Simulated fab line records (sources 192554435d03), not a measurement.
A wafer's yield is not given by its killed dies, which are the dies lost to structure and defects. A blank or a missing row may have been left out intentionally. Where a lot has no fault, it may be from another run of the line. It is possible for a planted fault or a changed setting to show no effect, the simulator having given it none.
Comparing a struck lot with a sound one | flow n5-finfet | 37 out of 1938 route steps
Sound: these wafers, L177.1, L177.2, L177.6. Wafers L181.2, L181.3, L181.5 were the ones struck. The cause comes at the end.
Each step with rows lists, per side, the tool, then ch with its chambers, then its first start. Under that, the readings that differ: sound wafers | struck wafers | difference of the means | sigmas: that difference in standard deviations of wafers without a fault.
alike: readings whose means differ by less than 2 such deviations, and words and numbers that are the same on both sides. not compared: withheld readings, readings that some wafer has no value for, bounds like >300 that may hide the same value, and numbers for which the record gives no deviation and whose values overlap.
Wherever a step has rows on one side only, a row that says differs or no value, or a row with sigmas, the two part there. When numbers do not overlap yet have no deviation, they are printed without sigmas and do not part them. A reading that every wafer of one side lacks parts them only if that side has two wafers or more.

first, 9 steps without rows for these wafers: N5_BEOL_M4_ANNEAL_95 (time 240 s); N5_BEOL_M4_SPUTTER_96 (material Cu, target thk 4.5 nm, time 8.29 s); N5_BEOL_M4_ECD_50 (material Cu, target thk 300 nm); N5_BEOL_M4_ANNEAL_51 (time 90 s); N5_BEOL_M4_CMP_52 (polishes, stops on SiOC, t overpolish 6.8 s, target thk 40 nm); N5_BEOL_M4_PRE_CLEAN_60 (time 15 s); N5_BEOL_M4_CO_CAP_55 (material Co, precursor CCTBA/H2, target thk 2 nm, time 102.1 s); N5_BEOL_M4_PRE_CLEAN_56 (time 15 s); N5_BEOL_M4_DEP_57 (deposits SiCN from 3MS/NH3, target thk 8 nm, time 14 s).
N5_BEOL_M4_RC_MEAS_101:
  sound on prober-01 ch 0, day 13 12:00; struck on prober-01 ch 0, day 13 17:13
  reading        | sound             | struck            | difference | sigmas
  IOFF_P (nA/um) | 0.269 0.247 0.276 | 0.191 0.209 0.202 | -0.063     | -2
  ION_P (uA/um)  | 470 466 467       | 450 454 452       | -16        | -2
  alike: DIBL_N, DIBL_P, IOFF_N, ION_N, SS_N, SS_P, VT_N, VT_P
then, 24 steps without rows for these wafers: N5_BEOL_M5_ILD_DEP_00 (deposits SiCOH lowk from DEMS/porogen, target thk 140.64 nm, time 25.9 s); N5_BEOL_M5_CURE_79 (cures SiCOH lowk, time 240 s); N5_BEOL_M5_PECVD_70 (deposits SiO2 from TEOS/O2, target thk 16 nm, time 18 s); N5_BEOL_M5_HM_DEP_02 (deposits TiN, target thk 20 nm); N5_BEOL_M5_COAT_59 (time 60 s, resist thk 60 nm); N5_BEOL_M5_COAT_60 (time 60 s, resist thk 12 nm); N5_BEOL_M5_COAT_71 (time 60 s, resist thk 5 nm); N5_BEOL_M5_COAT_05 (resist thk 30 nm); N5_BEOL_M5_EBR_07; N5_BEOL_M5_SOFTBAKE_06 (time 60 s); N5_BEOL_M5_EXPOSE_08 (exposes mask M5, target cd 28 nm); N5_BEOL_M5_PEB_09 (peb time 60 s); N5_BEOL_M5_DEVELOP_10 (develop time 30 s); N5_BEOL_M5_DESCUM_16 (chemistry O2, time 7 s); N5_BEOL_M5_ETCH_72 (etches underlayer in N2/H2, target depth 6.5 nm, time 5.2 s); N5_BEOL_M5_ETCH_61 (etches SiARC in CF4, target depth 15.6 nm, time 26 s); N5_BEOL_M5_ETCH_62 (etches SOC in N2/H2, target depth 75 nm, overetch 15 nm, time 112.5 s); N5_BEOL_M5_STRIP_63 (strips in N2/H2); N5_BEOL_M5_STRIP_73 (strips in N2/H2); N5_BEOL_M5_STRIP_64 (strips in CF4); N5_BEOL_M5_HM_OPEN_17 (chemistry Cl2/BCl3, target TiN, target depth 20 nm, overetch 6 nm); N5_BEOL_M5_STRIP_19 (strips in O2); N5_BEOL_M5_COAT_65 (time 60 s, resist thk 60 nm); N5_BEOL_M5_COAT_66 (time 60 s, resist thk 12 nm).
N5_BEOL_M7_ALD_77: deposits TaN, target thk 2 nm, pulse time 2 s, purge time 3 s.
  sound on ald-metal-04 ch 1,3, day 14 19:33; struck on ald-metal-04 ch 0,1,2, day 14 22:25
  no value came back on the struck wafers for any of 5 readings (ald-cycles, chamber-pressure-Torr (Torr) and others); on the sound wafers ald-cycles reads 40 40 40
N5_BEOL_M7_CMP_52: polishes, stops on SiCOH lowk, t overpolish 6.9 s, target thk 80 nm.
  sound on cmp-02 ch 0,3, day 14 22:31; struck on cmp-04 ch 0,3, day 15 00:07
  reading                      | sound          | struck         | difference | sigmas
  barrier-field-endpoint-s (s) | 28.6 27.8 28.4 | 26.2 25.7 26.6 | -2.1       | -3
  alike: motor-current-A
-- the record jumps here: 3 days lie between the struck wafers' starts before and after (it left off in module BEOL_M7 and takes up again in module PASSIVATION, whose first step shown is number 1936 of the route) --
N5_PASSIVATION_PROBE_49:
  sound on prober-02, day 18 00:19; struck on prober-01, day 18 10:45
  reading                  | sound          | struck            | difference | sigmas
  defect-limited-yield (%) | 93.1 91.3 94.2 | 0 0 0             | -93        | -58
  killed_at_M4_up          | 11 10 10       | 1119 1086 1088    | +1087      | +99 or more
  killed-dies              | 82 103 69      | 1180 1180 1180    | +1095      | +61
  killed-on-rim            | 10 14 10       | 152 152 152       | +141       | +36
  sort_bin_4_leakage (%)   | 0 0 0          | 93.81 90.76 91.69 | +92.09     |
  sort-n-pass              | 1098 1077 1111 | 0 0 0             | -1095      | -61
  sort-yield-pct (%)       | 93.1 91.3 94.2 | 0 0 0             | -93        | -58
  alike: killed_at_M0_to_M3, killed-at-contacts, killed-at-front-end, killed-at-other, killed-open, killed-short, sort_bin_5_function, sort_bin_6_memory

WHERE THEY PART
Earliest at N5_BEOL_M4_RC_MEAS_101; latest, in this record, at N5_PASSIVATION_PROBE_49.

WHY: what had been put in by the simulator
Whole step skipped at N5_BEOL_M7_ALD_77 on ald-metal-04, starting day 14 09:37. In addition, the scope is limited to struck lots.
